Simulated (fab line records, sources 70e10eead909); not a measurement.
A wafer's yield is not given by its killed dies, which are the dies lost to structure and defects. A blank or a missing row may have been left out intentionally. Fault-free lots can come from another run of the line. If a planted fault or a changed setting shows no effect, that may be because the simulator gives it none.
Comparing a struck lot with a sound one | flow nand harc | 14 steps out of a route of 1159
Sound: these wafers, L563.1, L563.5, L563.6. Struck: wafers L569.1, L569.2, L569.3. The cause comes at the end.
At each step with rows: each side's tool, then ch and its chambers, then its first start. Under that, the readings that differ: sound wafers | struck wafers | difference of the means | sigmas: that difference in standard deviations of wafers without a fault.
alike: a reading whose means differ by less than 2 such deviations, as well as words and numbers matching on both sides. not compared: withheld readings; readings where some wafer has no value; bounds like >300 that might hide an equal value; numbers whose values overlap and for which the record gives no deviation.
Wherever a step has rows on one side only, a row that says differs or no value, or a row with sigmas, the two part there. Numbers that don't overlap but have no deviation are shown without sigmas and don't part them. A reading missing from all wafers of one side parts the sides only when that side holds two or more wafers.

first, 2 steps without rows for these wafers: NHARC_A_SOURCE_PLATE_SRD_01; NHARC_A_SOURCE_PLATE_OXIDE_02 (material SiO2, target thk 10 nm, ox time 1362 s).
NHARC_A_SOURCE_PLATE_THK_MEAS_09: measures by ellipsometry.
  sound: film metro-01 at day 8 19:40; struck: film metro-01 at day 10 07:35
  alike: thk nm
then, 3 steps without rows for these wafers: NHARC_A_SOURCE_PLATE_PVD_04 (deposits WSi2, target thk 50 nm); NHARC_A_SOURCE_PLATE_CVD_03 (deposits poly-Si, target thk 200 nm, time 4000 s); NHARC_A_SOURCE_PLATE_ANNEAL_05 (time 1800 s).
NHARC_A_SOURCE_PLATE_THK_MEAS_06: measures by ellipsometry.
  sound: film metro-02 at day 9 08:41; struck: film metro-01 at day 10 18:01
  alike: thk nm
NHARC_A_SOURCE_PLATE_INSPECT_08:
  sound: defect inspect-02 at day 9 08:45; struck: defect inspect-02 at day 10 18:07
  alike: raw defect count
following that, 1 step holds no rows for these wafers, namely NHARC_A_ONON_D1_DEP_00 (target thickness 1000 nm).
NHARC_A_ONON_D1_THK_MEAS_02: measures by ellipsometry.
  sound: film metro-01 at day 9 09:20; struck: film metro-01 at day 10 19:01
  alike: thk nm
NHARC_A_ONON_D1_DEP_03: target thk 1000 nm.
  sound on pecvd onon-03 ch 0, day 9 09:23; struck on pecvd onon-04 ch 0, day 10 19:05
  alike: nh3 flow sccm
NHARC_A_ONON_D1_THK_MEAS_05: measures by ellipsometry.
  sound: film metro-02 at day 9 09:54; struck: film metro-01 at day 10 19:36
  reading     | sound          | struck         | difference | sigmas
  thk nm (nm) | 1001 1001 1003 | 1566 1566 1566 | +564       | +67
following that, 1 step holds no rows for these wafers, namely NHARC_A_ONON_D1_DEP_06 (target thickness 1000 nm).
-- record jumps: 12 days between struck wafers' starts before vs after; left off in module A_ONON_D1, resumes in module END, first step shown is number 1159 of the route --
NHARC_END_SORT_01:
  the record has rows for the struck wafers here (prober-01 ch 0, day 22 08:14) and none for the sound ones

== WHERE THEY PART ==
First at NHARC_A_ONON_D1_THK_MEAS_05; last, within this record, at NHARC_END_SORT_01.

WHY: what had been put in by the simulator
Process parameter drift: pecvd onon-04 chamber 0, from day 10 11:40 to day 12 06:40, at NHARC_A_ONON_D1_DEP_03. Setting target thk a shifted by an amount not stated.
